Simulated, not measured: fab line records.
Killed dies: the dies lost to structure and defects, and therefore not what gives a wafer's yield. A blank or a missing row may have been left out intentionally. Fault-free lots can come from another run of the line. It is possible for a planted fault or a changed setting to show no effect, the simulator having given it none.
One fault seen from 2 desks | flow n5Finfet | what lay behind the numbers comes last; until then each desk has only its own

## TOOL OWNER'S DESK, rieDiel-04
The tool's own readings at N5_BEOL_M0_ETCH_138 (etches SiCN in CH3F/O2, target depth 12 nm, time 31.6 s): means of the sampled wafers that have a number, for each lot that ran on this tool. Any lot whose mean is over 4 standard deviations away from the usual mean is out of limits and marked OUT; that distance is given in the brackets.
Columns: A = drypumpMotorCurrentA at N5_BEOL_M0_ETCH_138, usual 6.06 A; B = etchRfOnTimeS at N5_BEOL_M0_ETCH_138, usual 29.1 s; C = oesProductAu at N5_BEOL_M0_ETCH_138, usual 0.67 a.u.; D = rfVppV at N5_BEOL_M0_ETCH_138, usual 296.4 V; E = showerheadPlenumPTorr at N5_BEOL_M0_ETCH_138, usual 1.96 Torr; F = throttleValvePct at N5_BEOL_M0_ETCH_138, usual 16.35 %
lot  | first seen here | A    | B    | C    | D     | E    | F
L805 | day 5 21:22     | 5.94 | 28.3 | 0.63 | 296.4 | 1.94 | 16.47
L806 | day 6 01:21     | 5.99 | 30.0 | 0.63 | 296.0 | 1.94 | 16.48
L807 | day 6 05:29     | 6.01 | 29.5 | 0.65 | 295.8 | 1.94 | 16.49
L814 | day 7 21:02     | 5.97 | 26.1 | 0.69 | 296.3 | 1.94 | 16.55
L816 | day 8 10:00     | 6.08 | 27.3 | 0.68 | 294.9 | 1.92 | 16.44
L817 | day 8 17:17     | 5.98 | 27.1 | 0.66 | 296.3 | 1.93 | 16.53
Finding of this desk: none of the 6 lots has anything out of limits.

## METROLOGY DESK
Lot by lot, what the gauges showed, no matter which tool ran the lot: averages of those sampled wafers that carry a number. Any lot whose mean is over 4 standard deviations away from the usual mean is out of limits and marked OUT; that distance is given in the brackets. Readings shown: 7 of its 11, picked as those furthest out on some lot.
Columns: A = DIBL_N at N5_BEOL_M4_RC_MEAS_101, usual 36.3 mV/V; B = DIBL_P at N5_BEOL_M4_RC_MEAS_101, usual 36.6 mV/V; C = IOFF_N at N5_BEOL_M4_RC_MEAS_101, usual 0.17 nA/um; D = IOFF_P at N5_BEOL_M4_RC_MEAS_101, usual 0.23 nA/um; E = ION_N at N5_BEOL_M4_RC_MEAS_101, usual 682 uA/um; F = ION_P at N5_BEOL_M4_RC_MEAS_101, usual 468 uA/um; G = VT_P at N5_BEOL_M4_RC_MEAS_101, usual -248.9 mV
lot  | first seen here | A    | B    | C    | D    | E   | F   | G
L805 | day 5 23:11     | 35.7 | 36.8 | 0.15 | 0.20 | 675 | 459 | -251.7
L806 | day 6 02:41     | 37.0 | 37.1 | 0.19 | 0.24 | 668 | 461 | -248.3
L807 | day 6 11:43     | 37.2 | 38.7 | 0.20 | 0.28 | 694 | 478 | -244.0
L814 | day 7 22:14     | 37.5 | 36.6 | 0.17 | 0.21 | 678 | 462 | -250.1
L816 | day 8 12:50     | 34.0 | 34.4 | 0.14 | 0.20 | 681 | 466 | -251.0
L817 | day 8 19:42     | 36.7 | 36.5 | 0.15 | 0.20 | 686 | 465 | -250.0
L819 | day 9 03:20     | 35.7 | 36.5 | 0.16 | 0.19 | 684 | 463 | -252.9
L820 | day 9 12:38     | 38.5 | 39.5 | 0.22 | 0.25 | 691 | 471 | -248.9
L822 | day 9 23:49     | 38.1 | 37.2 | 0.20 | 0.22 | 700 | 473 | -251.2
Finding of this desk: none of the 9 lots has anything out of limits.

## TAKEN TOGETHER
The tool owner's desk saw nothing out of limits.
From the metrology desk's view, nothing was out of limits.

## WHAT THE SIMULATOR HAD PUT IN
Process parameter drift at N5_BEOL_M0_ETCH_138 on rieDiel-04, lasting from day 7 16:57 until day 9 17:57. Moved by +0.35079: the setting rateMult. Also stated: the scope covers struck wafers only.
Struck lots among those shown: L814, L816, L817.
